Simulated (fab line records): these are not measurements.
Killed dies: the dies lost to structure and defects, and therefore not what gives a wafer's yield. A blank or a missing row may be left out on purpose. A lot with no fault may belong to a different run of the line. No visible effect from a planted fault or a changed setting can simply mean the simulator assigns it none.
Which tool was responsible? :: flow n5Finfet :: 12 lots with 35 wafers sampled at 2 steps, on a route of 1938 steps

## WHAT THE GAUGES READ, wafer by wafer
N5_BEOL_M10_CD_MEAS_35: the cd target is 70 nm.
lot: L151
measured: day 10 21:10
on: cdSem-02
cdNm (nm): 71.5 71.5 70.3

lot: L150
measured: day 10 22:13
on: cdSem-01
cdNm (nm): 70.3 71.3 70.2

lot: L155
measured: day 11 21:34
on: cdSem-01
cdNm (nm): 70.5 69.8 69.7

lot: L157
measured: day 12 00:29
on: cdSem-01
cdNm (nm): 70.1 69.6 72.2

lot: L156
measured: day 12 03:29
on: cdSem-03
cdNm (nm): 70.4 72.3 72.3

lot: L158
measured: day 12 18:20
on: cdSem-01
cdNm (nm): 70.2 71.7 72.4

lot: L159
measured: day 12 22:07
on: cdSem-03
cdNm (nm): 71.4 69.6

lot: L160
measured: day 13 04:52
on: cdSem-02
cdNm (nm): 69.4 70.8 70.2

lot: L163
measured: day 13 15:09
on: cdSem-03
cdNm (nm): 71.2 70.8 70.4

lot: L162
measured: day 13 20:33
on: cdSem-02
cdNm (nm): 71.7 70.9 70.2

lot: L164
measured: day 14 06:55
on: cdSem-01
cdNm (nm): 70.1 69.8 69.7

lot: L166
measured: day 14 14:31
on: cdSem-03
cdNm (nm): 70.6 71.1 69.6

## WHAT TOOL EACH LOT RAN ON (gives the tool, then ch and the chambers of the sampled wafers, and finally the start)
lot: L151
N5_BEOL_M10_STRIP_36: rieDiel-02 ch 1,2,3, day 10 20:47

lot: L150
N5_BEOL_M10_STRIP_36: rieDiel-02 ch 1,3, day 10 21:50

lot: L155
N5_BEOL_M10_STRIP_36: rieDiel-06 ch 1,2, day 11 21:11

lot: L157
N5_BEOL_M10_STRIP_36: rieDiel-05 ch 2,3, day 12 00:05

lot: L156
N5_BEOL_M10_STRIP_36: rieDiel-02 ch 0,1,2, day 12 03:06

lot: L158
N5_BEOL_M10_STRIP_36: rieDiel-02 ch 0,1,3, day 12 17:58

lot: L159
N5_BEOL_M10_STRIP_36: rieDiel-06 ch 1,2, day 12 21:38

lot: L160
N5_BEOL_M10_STRIP_36: rieDiel-06 ch 0,2,3, day 13 04:30

lot: L163
N5_BEOL_M10_STRIP_36: rieDiel-06 ch 1,2,3, day 13 14:46

lot: L162
N5_BEOL_M10_STRIP_36: rieDiel-05 ch 0,1, day 13 20:10

lot: L164
N5_BEOL_M10_STRIP_36: rieDiel-05 ch 1,2,3, day 14 06:31

lot: L166
N5_BEOL_M10_STRIP_36: rieDiel-06 ch 0,3, day 14 14:08
- N5_BEOL_M10_STRIP_36: strips in N2/H2.

## WHAT THE TOOLS THEMSELVES READ (means of the sampled wafers that have a number; where no wafer has one, the mark that the record gives instead)
N5_BEOL_M10_STRIP_36.
lot: L151
tool: rieDiel-02
drypumpMotorCurrentA (A): 5.5
oesProductAu (a.u.): 0.73
rfVppV (V): 57.4
showerheadPlenumPTorr (Torr): 2.55
throttleValvePct (%): 23.3

lot: L150
tool: rieDiel-02
drypumpMotorCurrentA (A): 6.1
oesProductAu (a.u.): 0.69
rfVppV (V): 58.6
showerheadPlenumPTorr (Torr): 2.51
throttleValvePct (%): 23.6

lot: L155
tool: rieDiel-06
drypumpMotorCurrentA (A): 5.8
oesProductAu (a.u.): 0.89
rfVppV (V): 60.4
showerheadPlenumPTorr (Torr): 2.61
throttleValvePct (%): 23.0

lot: L157
tool: rieDiel-05
drypumpMotorCurrentA (A): 6.0
oesProductAu (a.u.): 0.87
rfVppV (V): 59.8
showerheadPlenumPTorr (Torr): 2.55
throttleValvePct (%): 24.0

lot: L156
tool: rieDiel-02
drypumpMotorCurrentA (A): 5.2
oesProductAu (a.u.): 0.75
rfVppV (V): 57.6
showerheadPlenumPTorr (Torr): 2.56
throttleValvePct (%): 23.3

lot: L158
tool: rieDiel-02
drypumpMotorCurrentA (A): 5.8
oesProductAu (a.u.): 0.72
rfVppV (V): 59.7
showerheadPlenumPTorr (Torr): 2.52
throttleValvePct (%): 23.6

lot: L159
tool: rieDiel-06
drypumpMotorCurrentA (A): 6.0
oesProductAu (a.u.): 0.89
rfVppV (V): 60.8
showerheadPlenumPTorr (Torr): 2.62
throttleValvePct (%): 23.1

lot: L160
tool: rieDiel-06
drypumpMotorCurrentA (A): 5.6
oesProductAu (a.u.): 0.85
rfVppV (V): 57.6
showerheadPlenumPTorr (Torr): 2.53
throttleValvePct (%): 23.4

lot: L163
tool: rieDiel-06
drypumpMotorCurrentA (A): 5.9
oesProductAu (a.u.): 0.88
rfVppV (V): 58.7
showerheadPlenumPTorr (Torr): 2.56
throttleValvePct (%): 23.0

lot: L162
tool: rieDiel-05
drypumpMotorCurrentA (A): 5.5
oesProductAu (a.u.): 0.81
rfVppV (V): 60.4
showerheadPlenumPTorr (Torr): 2.46
throttleValvePct (%): 23.7

lot: L164
tool: rieDiel-05
drypumpMotorCurrentA (A): 5.8
oesProductAu (a.u.): 0.86
rfVppV (V): 58.9
showerheadPlenumPTorr (Torr): 2.54
throttleValvePct (%): 23.8

lot: L166
tool: rieDiel-06
drypumpMotorCurrentA (A): 5.1
oesProductAu (a.u.): 0.82
rfVppV (V): 58.4
showerheadPlenumPTorr (Torr): 2.47
throttleValvePct (%): 23.7

## THE ANSWER, worked out from the rows above alone
Rule: the lots themselves supply what counts as usual. The widest of any qualifying gaps counts: lots, ordered by their means at a reading, are off when they make up no more than a third of the lots, leave a main group of 4 or more, and stand apart from it by 3 or more times the standard deviation of that group's means. If all means in a main group match to the digits the tables above print for the reading, that group is not used. A lot without any number at a reading at which 4 lots or more have one is off too. Any other lot the step has rows for is counted as sound. After the gauges, taken in route order, come the tools' own readings; for these a lot's mean is taken, as printed above. At the first step where some lot is off, the reading lying furthest off is the one used; lots without a number count as furthest.
None of the lots is off at any reading shown; this tells nothing.

## WHAT THE SIMULATOR PUT IN
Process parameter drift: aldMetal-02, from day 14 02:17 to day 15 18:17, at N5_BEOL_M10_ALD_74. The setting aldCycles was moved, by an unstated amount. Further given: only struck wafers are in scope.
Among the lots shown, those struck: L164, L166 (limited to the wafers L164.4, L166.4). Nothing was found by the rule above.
